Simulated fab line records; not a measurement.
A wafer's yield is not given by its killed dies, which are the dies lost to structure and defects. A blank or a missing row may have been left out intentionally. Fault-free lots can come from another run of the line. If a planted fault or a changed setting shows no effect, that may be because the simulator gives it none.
fab line records	flow n5_finfet
record lots=24	wafers=72	last_day=18
route steps=1938 shown BEOL_M3@994 BEOL_M4@1034
lots untouched by any fault: they come from a run of this same line in which no faults occurred
start_h: hours from the record's first day to the start of the lot's first wafer shown	wait_h: hours from the lot's prior step to this one	" as in the row above	L1.1+2: a single row standing in for several wafers	- no value, or no start was given	* or withheld: withheld	< > ~ a bound
route shown NAME@n: names a module that has steps shown in the file, with the first one's number in the route	usual: mean/standard deviation taken from wafers without a fault	same: alike in all rows	chamber/n: place in a boat	sites: the reading at each site	_std_site: standard deviation across them	_edge_site: outer sites' mean less inner sites'	radius_mm: for every site, how far away it sits from the centre of the wafer	mask NAME#n: copy n	behind: the tool/chamber that last shaped the wafer	hold: why the lot was held/for how many hours/how that ended	device: which transistor (n, p or np) failed to switch	end of line: the route-end tests of the same wafers	where a step has no rows: the recipe by itself	killed: the dies lost at the first sort to structure and to defects; this is not the yield of the wafer	map: a wafer's dies, x killed, . not, _ none there
set.NAME: setting as actually run; set.NAME@STEP: the setting as run at that earlier step	model.NAME: the simulator's own value behind a step, which no gauge read
one table for each step of the route and one row for each wafer, over a sample of lots
services: when a tool's chamber went out of use (start_h, in hours from the record's first day, below 0 if earlier), for how many hours, and the reason
## steps
# step N5_BEOL_M3_SPUTTER_48
# recipe material=Cu	target_thk_a=45	temp_c=-20	chamber_pressure_pa=0.07	power_w=withheld	time_s=8.29
# usual chuck_sensor_temp_C=-16.0/0.49	throttle_valve_pct=30.1/0.76
lot.wafer	tool	chamber	start_h	wait_h	chuck_sensor_temp_C	throttle_valve_pct
L074.2	pvd_sputter-01	-	149.03	0.4	-15.7	31.1
L074.3	"	-	"	"	-16.2	30.5
L074.6	"	-	"	"	-15.7	31.0
L075.1	pvd_sputter-03	-	150.32	0.2	-15.6	30.0
L075.3	"	-	"	"	-16.9	28.7
L075.5	"	-	"	"	-15.6	30.7
L076.2	pvd_sputter-01	-	159.66	0.1	-15.3	30.8
L076.5	"	-	"	"	-15.8	31.0
L076.6	"	-	"	"	-16.4	29.3
L077.2	pvd_sputter-03	-	167.46	0.1	-15.6	29.8
L077.3	"	-	"	"	-15.5	30.9
L077.6	"	-	"	"	-16.9	28.6
L078.2	pvd_sputter-03	-	169.30	0.2	-17.0	28.8
L078.3	"	-	"	"	-15.5	30.1
L078.6	"	-	"	"	-16.4	29.1
L079.1	pvd_sputter-03	-	180.87	0.1	-16.8	28.8
L079.2	"	-	"	"	-15.4	30.9
L079.5	"	-	"	"	-16.4	29.2
L080.1	pvd_sputter-02	-	186.13	0.1	-16.6	30.6
L080.4	"	-	"	"	-15.7	30.1
L080.5	"	-	"	"	-15.7	29.7
L081.3	pvd_sputter-01	-	197.45	0.2	-16.6	29.1
L081.4	"	-	"	"	-15.6	30.9
L081.6	"	-	"	"	-16.2	30.6
L082.1	pvd_sputter-03	-	198.47	0.2	-15.6	30.8
L082.2	"	-	"	"	-15.4	29.8
L082.4	"	-	"	"	-16.4	29.1
L084.3	pvd_sputter-01	-	202.06	0.1	-15.5	30.9
L084.4	"	-	"	"	-15.7	30.8
L084.6	"	-	"	"	-15.9	31.0
L083.1	pvd_sputter-03	-	202.30	0.3	-15.5	29.8
L083.3	"	-	"	"	-16.3	29.4
L083.5	"	-	"	"	-15.4	30.1
L085.3	pvd_sputter-02	-	214.37	0.1	-16.0	29.5
L085.5	"	-	"	"	-15.5	30.7
L085.6	"	-	"	"	-16.7	30.8
L087.3	pvd_sputter-02	-	234.26	0.2	-16.5	30.7
L087.4	"	-	"	"	-16.0	29.9
L087.5	"	-	"	"	-15.9	29.5
L086.1	pvd_sputter-02	-	238.48	0.2	-15.3	31.0
L086.3	"	-	"	"	-15.9	29.6
L086.4	"	-	"	"	-15.7	29.8
L088.1	pvd_sputter-02	-	240.32	2.0	-16.7	30.6
L088.3	"	-	"	"	-15.8	29.6
L088.4	"	-	"	"	-15.8	29.9
L089.2	pvd_sputter-03	-	256.68	1.8	-15.5	30.9
L089.4	"	-	"	"	-16.6	28.9
L089.5	"	-	"	"	-16.3	29.3
L090.1	pvd_sputter-01	-	256.98	1.8	-15.4	30.9
L090.3	"	-	"	"	-16.5	29.1
L090.5	"	-	"	"	-16.6	29.3
L091.3	pvd_sputter-03	-	260.66	0.1	-16.3	29.2
L091.5	"	-	"	"	-15.5	31.0
L091.6	"	-	"	"	-16.2	29.1
L093.2	pvd_sputter-01	-	262.86	0.1	-15.8	30.9
L093.4	"	-	"	"	-16.3	30.3
L093.6	"	-	"	"	-15.7	31.1
L092.1	pvd_sputter-01	-	265.02	1.9	-16.0	30.9
L092.2	"	-	"	"	-15.6	31.0
L092.3	"	-	"	"	-16.3	30.9
L095.1	pvd_sputter-03	-	276.31	0.1	-15.6	30.7
L095.3	"	-	"	"	-16.5	29.4
L095.6	"	-	"	"	-16.8	28.8
L094.3	pvd_sputter-02	-	279.53	0.1	-15.5	30.6
L094.5	"	-	"	"	-15.8	30.0
L094.6	"	-	"	"	-15.5	30.7
L097.1	pvd_sputter-03	-	300.73	0.2	-15.8	30.8
L097.3	"	-	"	"	-16.3	29.3
L097.6	"	-	"	"	-16.2	29.5
L096.1	pvd_sputter-02	-	307.04	0.1	-15.3	30.6
L096.4	"	-	"	"	-15.9	29.6
L096.5	"	-	"	"	-16.0	29.7
# step N5_BEOL_M3_SPUTTER_92
# recipe material=Cu	target_thk_a=45	temp_c=-20	chamber_pressure_pa=0.07	power_w=withheld	time_s=8.29
# usual chuck_sensor_temp_C=-16.0/0.51	throttle_valve_pct=30.1/0.76
lot.wafer	tool	chamber	start_h	wait_h	chuck_sensor_temp_C	throttle_valve_pct
L074.2	pvd_sputter-01	-	150.35	0.1	-15.8	31.0
L074.3	"	-	"	"	-16.4	30.7
L074.6	"	-	"	"	-15.8	30.9
L075.1	pvd_sputter-03	-	151.64	0.1	-15.5	29.9
L075.3	"	-	"	"	-16.9	29.1
L075.5	"	-	"	"	-15.5	30.9
L076.2	pvd_sputter-01	-	160.98	0.1	-15.6	30.8
L076.5	"	-	"	"	-15.6	30.9
L076.6	"	-	"	"	-16.4	29.2
L077.2	pvd_sputter-03	-	168.78	0.1	-15.5	30.0
L077.3	"	-	"	"	-15.5	30.8
L077.6	"	-	"	"	-16.8	28.9
L078.2	pvd_sputter-03	-	170.62	0.1	-16.8	28.7
L078.3	"	-	"	"	-15.5	29.7
L078.6	"	-	"	"	-16.3	29.4
L079.1	pvd_sputter-03	-	182.19	0.1	-16.7	28.8
L079.2	"	-	"	"	-15.6	30.8
L079.5	"	-	"	"	-16.2	29.2
L080.1	pvd_sputter-02	-	187.45	0.1	-16.8	30.7
L080.4	"	-	"	"	-15.7	29.6
L080.5	"	-	"	"	-15.9	29.5
L081.3	pvd_sputter-01	-	198.77	0.1	-16.5	29.2
L081.4	"	-	"	"	-15.8	30.8
L081.6	"	-	"	"	-16.3	30.7
L082.1	pvd_sputter-03	-	200.94	0.1	-15.7	30.7
L082.2	"	-	"	"	-15.4	30.3
L082.4	"	-	"	"	-16.4	29.2
L084.3	pvd_sputter-01	-	203.38	0.1	-15.6	30.9
L084.4	"	-	"	"	-15.7	31.0
L084.6	"	-	"	"	-15.5	31.0
L083.1	pvd_sputter-03	-	203.62	0.1	-15.4	29.9
L083.3	"	-	"	"	-16.5	29.2
L083.5	"	-	"	"	-15.4	30.0
L085.3	pvd_sputter-02	-	215.69	0.1	-15.9	29.7
L085.5	"	-	"	"	-15.4	30.8
L085.6	"	-	"	"	-16.8	30.8
L087.3	pvd_sputter-02	-	235.58	0.1	-16.7	30.5
L087.4	"	-	"	"	-15.8	29.6
L087.5	"	-	"	"	-15.7	29.5
L086.1	pvd_sputter-02	-	239.80	0.1	-15.5	30.7
L086.3	"	-	"	"	-16.0	29.7
L086.4	"	-	"	"	-15.6	29.8
L088.1	pvd_sputter-02	-	241.64	0.1	-16.8	30.8
L088.3	"	-	"	"	-15.7	29.7
L088.4	"	-	"	"	-15.7	30.0
L089.2	pvd_sputter-03	-	258.00	0.1	-15.5	30.5
L089.4	"	-	"	"	-16.9	28.7
L089.5	"	-	"	"	-16.4	29.0
L090.1	pvd_sputter-01	-	261.17	0.1	-15.5	30.8
L090.3	"	-	"	"	-16.4	29.4
L090.5	"	-	"	"	-16.4	29.4
L091.3	pvd_sputter-03	-	261.98	0.1	-16.3	29.1
L091.5	"	-	"	"	-15.6	30.6
L091.6	"	-	"	"	-16.1	29.3
L093.2	pvd_sputter-01	-	264.34	0.1	-15.8	31.1
L093.4	"	-	"	"	-16.4	30.9
L093.6	"	-	"	"	-15.8	31.0
L092.1	pvd_sputter-01	-	266.50	0.1	-15.8	31.1
L092.2	"	-	"	"	-15.6	30.6
L092.3	"	-	"	"	-16.5	31.0
L095.1	pvd_sputter-03	-	277.63	0.1	-15.5	31.1
L095.3	"	-	"	"	-16.0	29.3
L095.6	"	-	"	"	-16.9	28.9
L094.3	pvd_sputter-02	-	280.85	0.1	-15.4	30.5
L094.5	"	-	"	"	-15.8	29.8
L094.6	"	-	"	"	-15.2	30.7
L097.1	pvd_sputter-03	-	302.05	0.1	-15.5	31.0
L097.3	"	-	"	"	-16.3	29.5
L097.6	"	-	"	"	-16.5	29.5
L096.1	pvd_sputter-02	-	308.36	0.1	-15.2	30.7
L096.4	"	-	"	"	-16.0	30.0
L096.5	"	-	"	"	-15.9	29.5
# step N5_BEOL_M3_ANNEAL_93
# recipe temp_c=400	time_s=240	ambient=vacuum
# usual heater_power_w=823/83
lot.wafer	tool	chamber	start_h	wait_h	heater_power_w
L074.2	pvd_sputter-01	-	150.43	0.0	691
L074.3	"	-	"	"	861
L074.6	"	-	"	"	683
L075.1	pvd_sputter-03	-	151.72	0.0	783
L075.3	"	-	"	"	862
L075.5	"	-	"	"	779
L076.2	pvd_sputter-01	-	161.06	0.0	702
L076.5	"	-	"	"	701
L076.6	"	-	"	"	836
L077.2	pvd_sputter-03	-	168.86	0.0	786
L077.3	"	-	"	"	760
L077.6	"	-	"	"	884
L078.2	pvd_sputter-03	-	170.70	0.0	875
L078.3	"	-	"	"	782
L078.6	"	-	"	"	906
L079.1	pvd_sputter-03	-	182.27	0.0	872
L079.2	"	-	"	"	758
L079.5	"	-	"	"	922
L080.1	pvd_sputter-02	-	187.53	0.0	804
L080.4	"	-	"	"	980
L080.5	"	-	"	"	804
L081.3	pvd_sputter-01	-	198.85	0.0	851
L081.4	"	-	"	"	706
L081.6	"	-	"	"	846
L082.1	pvd_sputter-03	-	201.02	0.0	739
L082.2	"	-	"	"	787
L082.4	"	-	"	"	904
L084.3	pvd_sputter-01	-	203.46	0.0	701
L084.4	"	-	"	"	681
L084.6	"	-	"	"	692
L083.1	pvd_sputter-03	-	203.70	0.0	771
L083.3	"	-	"	"	918
L083.5	"	-	"	"	790
L085.3	pvd_sputter-02	-	215.77	0.0	826
L085.5	"	-	"	"	809
L085.6	"	-	"	"	810
L087.3	pvd_sputter-02	-	235.66	0.0	809
L087.4	"	-	"	"	979
L087.5	"	-	"	"	802
L086.1	pvd_sputter-02	-	239.88	0.0	794
L086.3	"	-	"	"	803
L086.4	"	-	"	"	979
L088.1	pvd_sputter-02	-	241.72	0.0	796
L088.3	"	-	"	"	814
L088.4	"	-	"	"	992
L089.2	pvd_sputter-03	-	258.08	0.0	751
L089.4	"	-	"	"	891
L089.5	"	-	"	"	911
L090.1	pvd_sputter-01	-	261.26	0.0	689
L090.3	"	-	"	"	837
L090.5	"	-	"	"	852
L091.3	pvd_sputter-03	-	262.06	0.0	943
L091.5	"	-	"	"	725
L091.6	"	-	"	"	922
L093.2	pvd_sputter-01	-	264.43	0.0	684
L093.4	"	-	"	"	871
L093.6	"	-	"	"	689
L092.1	pvd_sputter-01	-	266.59	0.0	701
L092.2	"	-	"	"	698
L092.3	"	-	"	"	867
L095.1	pvd_sputter-03	-	277.71	0.0	747
L095.3	"	-	"	"	927
L095.6	"	-	"	"	886
L094.3	pvd_sputter-02	-	280.93	0.0	794
L094.5	"	-	"	"	965
L094.6	"	-	"	"	799
L097.1	pvd_sputter-03	-	302.13	0.0	765
L097.3	"	-	"	"	922
L097.6	"	-	"	"	920
L096.1	pvd_sputter-02	-	308.44	0.0	790
L096.4	"	-	"	"	806
L096.5	"	-	"	"	807
# step N5_BEOL_M3_SPUTTER_94
# recipe material=Cu	target_thk_a=45	temp_c=-20	chamber_pressure_pa=0.07	power_w=withheld	time_s=8.29
# usual chuck_sensor_temp_C=-16.0/0.51	throttle_valve_pct=30.0/0.75
lot.wafer	tool	chamber	start_h	wait_h	chuck_sensor_temp_C	throttle_valve_pct
L074.2	pvd_sputter-01	-	150.57	0.1	-15.6	31.0
L074.3	"	-	"	"	-16.2	30.7
L074.6	"	-	"	"	-15.8	31.0
L075.1	pvd_sputter-03	-	151.86	0.1	-15.6	29.8
L075.3	"	-	"	"	-16.9	29.2
L075.5	"	-	"	"	-15.6	31.1
L076.2	pvd_sputter-01	-	161.20	0.1	-15.8	30.9
L076.5	"	-	"	"	-15.3	30.8
L076.6	"	-	"	"	-16.7	29.1
L077.2	pvd_sputter-03	-	169.00	0.1	-15.5	29.9
L077.3	"	-	"	"	-15.3	31.0
L077.6	"	-	"	"	-16.7	28.5
L078.2	pvd_sputter-03	-	170.84	0.1	-17.0	28.6
L078.3	"	-	"	"	-15.6	30.0
L078.6	"	-	"	"	-16.4	29.5
L079.1	pvd_sputter-03	-	182.41	0.1	-17.0	28.7
L079.2	"	-	"	"	-15.6	30.7
L079.5	"	-	"	"	-16.5	29.1
L080.1	pvd_sputter-02	-	187.67	0.1	-16.7	30.7
L080.4	"	-	"	"	-15.6	30.0
L080.5	"	-	"	"	-15.9	30.0
L081.3	pvd_sputter-01	-	198.99	0.1	-16.4	29.0
L081.4	"	-	"	"	-15.8	30.9
L081.6	"	-	"	"	-16.4	30.5
L082.1	pvd_sputter-03	-	201.16	0.1	-15.5	30.7
L082.2	"	-	"	"	-15.4	30.1
L082.4	"	-	"	"	-16.2	29.1
L084.3	pvd_sputter-01	-	203.60	0.1	-15.4	30.7
L084.4	"	-	"	"	-15.8	30.8
L084.6	"	-	"	"	-15.8	30.8
L083.1	pvd_sputter-03	-	203.84	0.1	-15.6	29.9
L083.3	"	-	"	"	-16.4	29.2
L083.5	"	-	"	"	-15.3	29.9
L085.3	pvd_sputter-02	-	215.91	0.1	-15.9	29.6
L085.5	"	-	"	"	-15.4	30.6
L085.6	"	-	"	"	-16.7	30.7
L087.3	pvd_sputter-02	-	235.80	0.1	-16.7	30.8
L087.4	"	-	"	"	-15.7	29.9
L087.5	"	-	"	"	-15.8	29.6
L086.1	pvd_sputter-02	-	240.02	0.1	-15.3	30.6
L086.3	"	-	"	"	-15.9	29.8
L086.4	"	-	"	"	-15.7	30.0
L088.1	pvd_sputter-02	-	241.86	0.1	-16.7	30.8
L088.3	"	-	"	"	-15.9	30.0
L088.4	"	-	"	"	-15.9	30.0
L089.2	pvd_sputter-03	-	258.22	0.1	-15.4	30.8
L089.4	"	-	"	"	-16.7	28.8
L089.5	"	-	"	"	-16.1	29.1
L090.1	pvd_sputter-01	-	261.42	0.1	-15.6	30.6
L090.3	"	-	"	"	-16.5	29.3
L090.5	"	-	"	"	-16.5	29.2
L091.3	pvd_sputter-03	-	262.20	0.1	-16.4	29.3
L091.5	"	-	"	"	-15.6	30.8
L091.6	"	-	"	"	-16.5	29.1
L093.2	pvd_sputter-01	-	264.59	0.1	-15.8	31.0
L093.4	"	-	"	"	-16.1	31.0
L093.6	"	-	"	"	-15.6	30.6
L092.1	pvd_sputter-01	-	266.75	0.1	-15.5	30.8
L092.2	"	-	"	"	-15.5	30.6
L092.3	"	-	"	"	-16.4	30.4
L095.1	pvd_sputter-03	-	277.85	0.1	-15.7	30.9
L095.3	"	-	"	"	-16.1	29.2
L095.6	"	-	"	"	-16.7	28.8
L094.3	pvd_sputter-02	-	281.07	0.1	-15.3	30.6
L094.5	"	-	"	"	-15.7	30.0
L094.6	"	-	"	"	-15.7	30.8
L097.1	pvd_sputter-03	-	302.27	0.1	-15.4	30.7
L097.3	"	-	"	"	-16.2	29.4
L097.6	"	-	"	"	-16.2	29.2
L096.1	pvd_sputter-02	-	308.58	0.1	-15.5	30.5
L096.4	"	-	"	"	-16.0	29.9
L096.5	"	-	"	"	-16.0	29.6
# step N5_BEOL_M3_ANNEAL_51
# recipe temp_c=225	time_s=90	ambient=N2
# usual anneal_temp_c_max=225.9/0.48	wafer_temp_C_max=226.1/0.68
lot.wafer	tool	chamber	start_h	wait_h	anneal_temp_c_max	wafer_temp_C_max
L074.2	rtp_anneal-02	0	151.03	0.1	226.0	226.9
L074.3	"	0	"	"	226.9	227.1
L074.6	"	0	"	"	226.0	227.2
L075.1	rtp_anneal-02	0	152.28	0.1	226.2	227.5
L075.3	"	0	"	"	226.1	227.2
L075.5	"	0	"	"	226.7	226.6
L076.2	rtp_anneal-02	0	161.66	0.1	226.6	227.0
L076.5	"	0	"	"	226.2	226.7
L076.6	"	0	"	"	225.9	227.7
L077.2	rtp_anneal-01	0	169.46	0.1	225.8	225.7
L077.3	"	0	"	"	226.0	225.8
L077.6	"	0	"	"	225.5	226.2
L078.2	rtp_anneal-01	0	171.30	0.1	225.5	225.6
L078.3	"	0	"	"	225.3	225.7
L078.6	"	0	"	"	225.8	225.6
L079.1	rtp_anneal-01	0	182.83	0.1	225.6	226.3
L079.2	"	0	"	"	225.9	225.9
L079.5	"	0	"	"	225.6	225.9
L080.1	rtp_anneal-02	0	188.08	0.1	227.3	227.7
L080.4	"	0	"	"	226.7	227.4
L080.5	"	0	"	"	226.5	227.2
L081.3	rtp_anneal-01	0	200.37	0.1	226.0	225.9
L081.4	"	0	"	"	225.9	225.8
L081.6	"	0	"	"	225.8	225.9
L082.1	rtp_anneal-01	0	201.62	0.1	225.5	226.0
L082.2	"	0	"	"	225.6	225.7
L082.4	"	0	"	"	225.7	225.8
L084.3	rtp_anneal-01	0	204.11	0.1	225.7	225.4
L084.4	"	0	"	"	225.6	225.6
L084.6	"	0	"	"	225.6	225.6
L083.1	rtp_anneal-02	0	204.39	0.2	227.3	227.1
L083.3	"	0	"	"	226.8	227.0
L083.5	"	0	"	"	226.8	226.0
L085.3	rtp_anneal-01	0	216.52	0.2	225.9	225.6
L085.5	"	0	"	"	225.7	225.5
L085.6	"	0	"	"	225.7	225.4
L087.3	rtp_anneal-01	0	236.32	0.1	225.6	225.9
L087.4	"	0	"	"	225.7	225.3
L087.5	"	0	"	"	225.3	225.5
L086.1	rtp_anneal-01	0	240.44	0.1	225.8	225.4
L086.3	"	0	"	"	225.6	225.6
L086.4	"	0	"	"	225.4	225.7
L088.1	rtp_anneal-01	0	242.28	0.1	225.6	226.2
L088.3	"	0	"	"	225.8	225.6
L088.4	"	0	"	"	225.5	226.0
L089.2	rtp_anneal-01	0	258.68	0.1	225.5	225.7
L089.4	"	0	"	"	225.7	225.8
L089.5	"	0	"	"	225.2	225.7
L090.1	rtp_anneal-01	0	263.18	1.4	225.4	225.9
L090.3	"	0	"	"	225.6	225.8
L090.5	"	0	"	"	225.8	225.9
L091.3	rtp_anneal-01	0	263.99	1.4	225.7	225.7
L091.5	"	0	"	"	225.6	225.6
L091.6	"	0	"	"	225.6	225.7
L093.2	rtp_anneal-02	0	265.14	0.2	226.3	227.2
L093.4	"	0	"	"	226.3	227.3
L093.6	"	0	"	"	226.5	227.0
L092.1	rtp_anneal-02	0	267.21	0.1	226.6	227.4
L092.2	"	0	"	"	226.4	227.1
L092.3	"	0	"	"	226.5	227.4
L095.1	rtp_anneal-01	0	278.27	0.1	225.4	225.8
L095.3	"	0	"	"	225.1	225.8
L095.6	"	0	"	"	225.5	225.7
L094.3	rtp_anneal-01	0	281.57	0.1	225.4	225.6
L094.5	"	0	"	"	225.5	225.6
L094.6	"	0	"	"	225.1	225.4
L097.1	rtp_anneal-02	0	302.68	0.1	226.2	227.3
L097.3	"	0	"	"	226.8	227.5
L097.6	"	0	"	"	227.2	227.0
L096.1	rtp_anneal-01	0	308.99	0.1	225.5	225.5
L096.4	"	0	"	"	225.7	225.4
L096.5	"	0	"	"	225.2	225.4
# step N5_BEOL_M4_CD_MEAS_11
# recipe target_cd_nm=16.79	landing_energy_ev=500	detector=se_inlens	polarity=opening
# usual cd_nm=16.83/0.23
lot.wafer	tool	chamber	start_h	wait_h	cd_nm
L074.2	cd_sem-01	0	153.78	-	16.78
L074.3	"	0	"	"	17.00
L074.6	"	0	"	"	16.74
L075.1	cd_sem-01	0	154.43	-	16.56
L075.3	"	0	"	"	16.96
L075.5	"	0	"	"	16.62
L076.2	cd_sem-03	0	163.99	-	16.20
L076.5	"	0	"	"	16.86
L076.6	"	0	"	"	16.86
L077.2	cd_sem-03	0	173.74	-	17.02
L077.3	"	0	"	"	16.41
L077.6	"	0	"	"	16.86
L078.2	cd_sem-01	0	174.32	-	16.97
L078.3	"	0	"	"	16.45
L078.6	"	0	"	"	16.80
L079.1	cd_sem-01	0	185.63	-	16.78
L079.2	"	0	"	"	16.76
L079.5	"	0	"	"	16.68
L080.1	cd_sem-02	0	189.60	-	16.96
L080.4	"	0	"	"	16.39
L080.5	"	0	"	"	17.13
L081.3	cd_sem-03	0	202.11	-	16.88
L081.4	"	0	"	"	16.89
L081.6	"	0	"	"	17.08
L082.1	cd_sem-01	0	204.68	-	17.12
L082.2	"	0	"	"	16.71
L082.4	"	0	"	"	16.77
L084.3	cd_sem-02	0	207.64	-	16.95
L084.4	"	0	"	"	16.51
L084.6	"	0	"	"	17.09
L083.1	cd_sem-01	0	207.82	-	17.18
L083.3	"	0	"	"	17.21
L083.5	"	0	"	"	16.65
L085.3	cd_sem-03	0	218.66	-	16.67
L085.5	"	0	"	"	16.41
L085.6	"	0	"	"	16.95
L087.3	cd_sem-02	0	241.39	-	16.63
L087.4	"	0	"	"	17.37
L087.5	"	0	"	"	17.09
L086.1	cd_sem-02	0	242.64	-	16.85
L086.3	"	0	"	"	16.77
L086.4	"	0	"	"	16.68
L088.1	cd_sem-02	0	244.28	-	16.97
L088.3	"	0	"	"	16.73
L088.4	"	0	"	"	16.47
L089.2	cd_sem-02	0	260.38	-	17.13
L089.4	"	0	"	"	17.41
L089.5	"	0	"	"	17.08
L090.1	cd_sem-02	0	267.52	-	16.52
L090.3	"	0	"	"	17.11
L090.5	"	0	"	"	16.81
L091.3	cd_sem-01	0	267.82	-	16.72
L091.5	"	0	"	"	17.14
L091.6	"	0	"	"	16.94
L093.2	cd_sem-02	0	268.02	-	16.52
L093.4	"	0	"	"	16.98
L093.6	"	0	"	"	16.91
L092.1	cd_sem-01	0	271.02	-	16.74
L092.2	"	0	"	"	16.55
L092.3	"	0	"	"	16.75
L095.1	cd_sem-02	0	279.82	-	16.47
L095.3	"	0	"	"	16.50
L095.6	"	0	"	"	16.47
L094.3	cd_sem-03	0	290.26	-	16.83
L094.5	"	0	"	"	16.34
L094.6	"	0	"	"	16.75
L097.1	cd_sem-01	0	304.83	-	16.77
L097.3	"	0	"	"	16.98
L097.6	"	0	"	"	16.77
L096.1	cd_sem-02	0	310.56	-	16.85
L096.4	"	0	"	"	16.82
L096.5	"	0	"	"	16.74
## services
tool	chamber	start_h	hours	kind
pvd_sputter-02	-	151.48	2.4	repair
## key
fault none
